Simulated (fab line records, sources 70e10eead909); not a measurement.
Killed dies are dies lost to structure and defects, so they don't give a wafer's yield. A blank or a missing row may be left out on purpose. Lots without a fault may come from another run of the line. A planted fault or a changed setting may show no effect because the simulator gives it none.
Chamber matching | flow nand_harc | NHARC_A_CONTACT_DEP_29 on pecvd-04: 3 sister chambers
The step deposits SiON, target thk 100 nm. 6 wafers are shown with their chamber, then 8 later ones without.

WAFERS WITH THEIR CHAMBER
wafer  | chamber | susceptor_temp_C (C) | heater_power_outer_w (W)
L078.3 | 1       | 400.12               | 445
L083.5 | 1       | 400.08               | 396
L085.1 | 0       | 400.49               | 392
L085.3 | 2       | 400.52               | 410
L085.4 | 0       | 400.12               | 391
L087.1 | 2       | 399.92               | 504

WAFERS WITHOUT THEIR CHAMBER
wafer  | susceptor_temp_C (C) | heater_power_outer_w (W)
L087.2 | 399.87               | 485
L087.4 | 399.80               | 483
L093.1 | 399.92               | 401
L093.4 | 399.79               | 404
L093.5 | 399.73               | 425
L095.1 | 400.08               | 395
L095.3 | 399.96               | 416
L095.5 | 400.11               | 471

WHICH CHAMBER EACH WENT THROUGH
wafer  | from the rows above          | in truth
L087.2 | can't be placed: 2 or 1 or 0 | 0
L087.4 | can't be placed: 2 or 1 or 0 | 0
L093.1 | can't be placed: 1 or 0 or 2 | 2
L093.4 | can't be placed: 1 or 0 or 2 | 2
L093.5 | can't be placed: 1 or 2 or 0 | 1
L095.1 | can't be placed: 1 or 0 or 2 | 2
L095.3 | can't be placed: 1 or 2 or 0 | 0
L095.5 | can't be placed: 2 or 1 or 0 | 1
Placed correctly: 0 of 8. Can't be placed from these rows: 8 (the true chamber is among the candidates in 8). Placed wrongly: 0.
How it was worked out, from the rows above alone: a wafer's distance from a chamber is the root of the sum, over the readings, of the square of ((its reading less the chamber's mean) divided by the reading's scatter). The wafer belongs to the nearest chamber; if the next one is less than 2 further off, it can't be placed. A chamber's mean is the mean of its shown wafers. The scatter: the root of (the sum of the squares of (reading less its chamber's mean) over the shown wafers, divided by (wafers less chambers)).
